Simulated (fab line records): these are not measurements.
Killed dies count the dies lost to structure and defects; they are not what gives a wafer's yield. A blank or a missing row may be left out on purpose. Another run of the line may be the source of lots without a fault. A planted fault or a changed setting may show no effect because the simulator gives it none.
Struck lot and sound lot, side by side    flow nand-harc    38 out of 1159 route steps
Sound: these wafers, L781.2, L781.3, L781.6. Struck: wafer L791.5. (L791.2, L791.6 of the same lot were not struck and are left out.) The cause comes at the end.
Order at every step that has rows: each side's tool, ch and its chambers, its first start. Under that, the readings that differ: sound wafers    struck wafers    difference of the means    sigmas: that difference in standard deviations of wafers without a fault.
alike: a reading whose means differ by less than 2 such deviations, as well as words and numbers matching on both sides. not compared: withheld readings; readings where some wafer has no value; bounds like >300 that might hide an equal value; numbers whose values overlap and for which the record gives no deviation.
A row with sigmas, a row that says differs or no value, or rows on one side alone: a step with any of these is where the two part. Numbers that have no deviation but don't overlap get no sigmas and don't part them. A reading missing from all wafers of one side parts the sides only when that side holds two or more wafers.

first, 10 steps without rows for these wafers: NHARC_A_CHANNEL_HOLE_D1_DEP_00 (deposits aC, target thk 3100 nm); NHARC_A_CHANNEL_HOLE_D1_DEP_01 (deposits SiON, target thk 140 nm); NHARC_A_CHANNEL_HOLE_D1_DEHYDRATE_02 (time 120 s); NHARC_A_CHANNEL_HOLE_D1_HMDS_03 (time 30 s); NHARC_A_CHANNEL_HOLE_D1_COAT_36 (time 75 s); NHARC_A_CHANNEL_HOLE_D1_COAT_37 (time 65 s); NHARC_A_CHANNEL_HOLE_D1_COAT_04 (resist thk 90 nm); NHARC_A_CHANNEL_HOLE_D1_SOFTBAKE_05 (time 55 s); NHARC_A_CHANNEL_HOLE_D1_EBR_06; NHARC_A_CHANNEL_HOLE_D1_EXPOSE_07 (exposes mask HOLE D1, target cd 100 nm).
NHARC_A_CHANNEL_HOLE_D1_PEB_08: peb time 65 s.
  sound on litho-track-01 ch 0, day 10 05:15; struck on litho-track-01 ch 0, day 12 18:37
then, 1 step without rows for these wafers: NHARC_A_CHANNEL_HOLE_D1_DEVELOP_09 (develop time 35 s).
NHARC_A_CHANNEL_HOLE_D1_CD_MEAS_10 targets a cd of 100 nm.
  sound on cd-sem-01 ch 0, day 10 05:20; struck on cd-sem-01 ch 0, day 12 18:42
reading     sound             struck  difference  sigmas
cd-nm (nm)  100.4 100.2 99.9  106.2   +6.0        +13
NHARC_A_CHANNEL_HOLE_D1_DESCUM_15: chemistry O2, time 3 s.
  sound on rie-diel-07 ch 0,1,3, day 10 05:32; struck on rie-diel-06 ch 2, day 12 18:54
reading                             sound          struck  difference  sigmas
model.A_CHANNEL_HOLE_D1.cd-nm (nm)  99.79 100 100  105.9   +6.0        
  alike: drypump-motor-current-A, oes-product-au, rf-vpp-V, showerhead-plenum-p-Torr, throttle-valve-pct
  not compared: rf-hours-counter-h
then, 4 steps without rows for these wafers: NHARC_A_CHANNEL_HOLE_D1_ETCH_38 (etches the open film in CF4, target depth 39 nm, time 65 s); NHARC_A_CHANNEL_HOLE_D1_ETCH_39 (etches the open film in N2/H2, target depth 260 nm, time 325 s); NHARC_A_CHANNEL_HOLE_D1_ETCH_34 (etches the open film in CF4/CHF3, target depth 154 nm, time 77 s); NHARC_A_CHANNEL_HOLE_D1_ETCH_16 (etches the open film in O2/COS, target depth 3100 nm, time 806 s).
NHARC_A_CHANNEL_HOLE_D1_CD_MEAS_18:
  struck on cd-sem-03, day 12 19:59; sound on cd-sem-02, day 10 06:37
reading     sound            struck  difference  sigmas
cd-nm (nm)  98.3 100.3 99.6  107.4   +8.0        +4
then, 12 steps without rows for these wafers: NHARC_A_CHANNEL_HOLE_D1_ETCH_19 (etches the open film in C4F8/O2/Ar, time 34.5 s); NHARC_A_CHANNEL_HOLE_D1_ETCH_20 (etches the open film in C4F8/O2/Ar, time 361.9 s, target depth 1600 nm); NHARC_A_CHANNEL_HOLE_D1_ETCH_21 (etches the open film in C4F8/O2/Ar, time 514.3 s, target depth 1600 nm); NHARC_A_CHANNEL_HOLE_D1_ETCH_22 (etches the open film in C4F8/O2/Ar, time 666.7 s, target depth 1600 nm); NHARC_A_CHANNEL_HOLE_D1_ETCH_23 (etches the open film in C4F8/O2/Ar, time 819 s, target depth 1600 nm); NHARC_A_CHANNEL_HOLE_D1_ETCH_24 (etches the open film in C4F8/O2/Ar, time 906.2 s, target depth 1500 nm); NHARC_A_CHANNEL_HOLE_D1_ETCH_25 (etches the open film in C4F8/O2/Ar, time 1040.2 s, target depth 1500 nm); NHARC_A_CHANNEL_HOLE_D1_ETCH_26 (etches the open film in C4F8/O2/Ar, time 224.1 s, target depth 300 nm); NHARC_A_CHANNEL_HOLE_D1_ETCH_33 (etches the open film in C4F8/O2/Ar, time 90 s, target depth 400 nm); NHARC_A_CHANNEL_HOLE_D1_STRIP_41 (strips in N2/H2); NHARC_A_CHANNEL_HOLE_D1_STRIP_42 (strips in CF4/CHF3); NHARC_A_CHANNEL_HOLE_D1_STRIP_43 (strips in O2/COS).
NHARC_A_CHANNEL_HOLE_D1_ETCH_44: etches the open film in CF4/O2, target depth 140 nm, overetch 14 nm, time 77 s.
  sound on rie-diel-05 ch 0,2, day 10 11:26; struck on rie-diel-06 ch 0, day 13 00:47
reading                             sound                 struck  difference  sigmas
throttle-valve-pct (%)              13.393 13.397 13.412  13.420  +0.019      +2
model.A_CHANNEL_HOLE_D1.cd-nm (nm)  91.77 91.68 90.58     94.68   +3.34       
  alike: drypump-motor-current-A, oes_o_777_au, oes-product-au, rf-fwd-power-W, rf-vpp-V, showerhead-plenum-p-Torr
  not compared: rf-hours-counter-h
then, 3 steps without rows for these wafers: NHARC_A_CHANNEL_HOLE_D1_STRIP_27 (strips in O2); NHARC_A_CHANNEL_HOLE_D1_PRECLEAN_28 (cleans in SC1); NHARC_A_CHANNEL_HOLE_D1_SRD_29.
NHARC_A_CHANNEL_HOLE_D1_CD_MEAS_30:
  struck on cd-sem-03, day 13 01:35; sound on cd-sem-03, day 10 12:14
reading     sound           struck  difference  sigmas
cd-nm (nm)  91.6 91.2 91.0  94.6    +3.3        +3
NHARC_A_CHANNEL_HOLE_D1_XSEM_31:
  sound on xsem-01 ch 0, day 10 12:20; struck on xsem-02 ch 0, day 13 01:41
reading         sound           struck  difference  sigmas
bot-cd-nm (nm)  76.2 75.7 75.5  78.8    +3.0        +2
  alike: bow-nm, tilt-deg
-- record jumps: 11 days between struck wafers' starts before vs after; left off in module A_CHANNEL_HOLE_D1, resumes in module END, first step shown is number 1158 of the route --
NHARC_END_WLT_00:
  struck on prober-02, day 24 01:36; sound on prober-01, day 21 04:38
reading                            sound              struck  difference  sigmas
VT_DECK1_BOTTOM                    0.876 0.878 0.861  0.892   +0.020      +3
VT_DECK1_BOTTOM_INNER              0.876 0.870 0.873  0.893   +0.020      +3
VT_DECK1_MEDIAN_NEAR_BOTTOM_INNER  0.876 0.871 0.869  0.890   +0.018      +3
VT_DECK1_MIDDLE                    0.880 0.885 0.882  0.899   +0.017      +3
VT_DECK1_MIDDLE_INNER              0.884 0.883 0.889  0.904   +0.019      +3
VT_DECK1_TOP                       0.896 0.897 0.900  0.913   +0.015      +2
  alike: VT_DECK1_MEDIAN_NEAR_BOTTOM, VT_DECK1_TOP_INNER

== WHERE THEY PART ==
At NHARC_A_CHANNEL_HOLE_D1_CD_MEAS_10 first; at NHARC_END_WLT_00 last (within this record only).

WHY: whatever the simulator had introduced
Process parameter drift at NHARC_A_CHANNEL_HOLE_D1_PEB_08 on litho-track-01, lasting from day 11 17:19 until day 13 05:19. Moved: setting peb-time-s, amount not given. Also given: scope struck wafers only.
